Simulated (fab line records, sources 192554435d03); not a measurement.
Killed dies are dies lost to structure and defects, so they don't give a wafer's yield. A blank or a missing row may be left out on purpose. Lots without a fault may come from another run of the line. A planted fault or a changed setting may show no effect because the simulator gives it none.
Split-lot experiment | flow n5_finfet | 7 lots, 21 wafers read, on a route of 1938 steps

THE SPLIT
At N5_PASSIVATION_EXPOSE_27 (exposes mask PAD, defocus 0 nm), the setting dose_mj was moved away from the recipe's 32.3 on 8 of the 21 wafers read, by -4.6% to +6.2%. The other wafers ran this setting at the recipe's value.

FROM THE SPLIT TO THE READING: what the file shows between them, 3 steps
- N5_PASSIVATION_PEB_28
- N5_PASSIVATION_DEVELOP_29: develop time 60 s
- N5_PASSIVATION_HARDBAKE_31: time 120 s

THE READING
cd_nm, in nm, at N5_PASSIVATION_CD_MEAS_30 (target cd 4000 nm). Fault-free wafers of this fab line usually give 4000.4 nm, standard deviation 1.6 nm.

wafer  | tool, chamber at the split | dose_mj as run | against the recipe | cd_nm, nm | against lot-mates on the recipe
L074.1 | krf_scanner-01, 0          | 32.3           | recipe             | 4000.3    | -
L074.2 | krf_scanner-01, 0          | 30.84          | -4.5%              | 3992.1    | -8.2
L074.6 | krf_scanner-01, 0          | 30.84          | -4.5%              | 3991.8    | -8.5
L075.1 | krf_scanner-02, 0          | 32.3           | recipe             | 4001.4    | -
L075.2 | krf_scanner-02, 0          | 32.3           | recipe             | 4002.4    | -
L075.3 | krf_scanner-02, 0          | 32.3           | recipe             | 4003.6    | -
L084.2 | krf_scanner-01, 0          | 34.29          | +6.2%              | 4008.4    | +10.2
L084.3 | krf_scanner-01, 0          | 34.29          | +6.2%              | 4010.3    | +12.1
L084.6 | krf_scanner-01, 0          | 32.3           | recipe             | 3998.2    | -
L082.2 | krf_scanner-01, 0          | 32.3           | recipe             | 4002.1    | -
L082.3 | krf_scanner-01, 0          | 32.3           | recipe             | 3999.7    | -
L082.5 | krf_scanner-01, 0          | 32.3           | recipe             | 4002.1    | -
L087.1 | krf_scanner-02, 0          | 32.3           | recipe             | 4000.1    | -
L087.2 | krf_scanner-02, 0          | 32.3           | recipe             | 3999.3    | -
L087.5 | krf_scanner-02, 0          | 32.3           | recipe             | 4001.5    | -
L085.1 | krf_scanner-02, 0          | 33.37          | +3.3%              | 4007.2    | no lot-mate on the recipe
L085.4 | krf_scanner-02, 0          | 33.37          | +3.3%              | 4006.5    | no lot-mate on the recipe
L085.6 | krf_scanner-02, 0          | 33.37          | +3.3%              | 4008.5    | no lot-mate on the recipe
L097.1 | krf_scanner-01, 0          | 32.3           | recipe             | 3999.2    | -
L097.2 | krf_scanner-01, 0          | 30.8           | -4.6%              | 3992.1    | -6.5
L097.5 | krf_scanner-01, 0          | 32.3           | recipe             | 3998.1    | -

THE FIT
A straight line over all 21 wafers: cd_nm changes by +1.72 nm for each +1% of dose_mj; r = +0.95; the points scatter about the line by 1.6 nm.
The same after taking each lot's own level away (the mean of its wafers on the recipe; 18 wafers): +1.76 nm for each +1%; r = +0.98; scatter 0.94 nm.
On that fit, the largest move of dose_mj shifts the reading by 11 nm.
The lots' own levels span 3998.20 to 4002.47 nm, that is 2.7 times the standard deviation above.
So the lot-to-lot level changes the slope little: the two slopes agree.
Check: with one of the wafers moved furthest among these (+6.2%) left out of the fit, the line predicts +11.3 nm for it against its lot-mates. It came out at +10.2 nm against them.

OTHER SPLITS ON THESE WAFERS
These wafers also went through other splits before the reading. Each is held against what the fit with the lots' levels taken away leaves over:
other split on the same wafers     | wafers away from the commonest value | r with cd_nm (lot level and that fit taken away)
N5_BEOL_M11_COAT_05 spin_rpm       | 3                                    | +0.29
N5_BEOL_M12_PEB_08 peb_temp_c      | 10                                   | +0.37
N5_BEOL_M13_ETCH_67 bias_w         | 6                                    | -0.18
N5_BEOL_M14_ETCH_68 time_s         | 8                                    | +0.11
N5_BEOL_M15_COAT_22 spin_rpm       | 3                                    | -0.29
N5_MIM_BOT_LITHO_PEB_06 peb_time_s | as run: not given for these wafers   | -
N5_MIM_BOT_ETCH_ETCH_04 time_s     | 9                                    | +0.32

THE FILE'S OWN FIT
cd_nm changes by +1.71 nm for each +1% of dose_mj, r = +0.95.
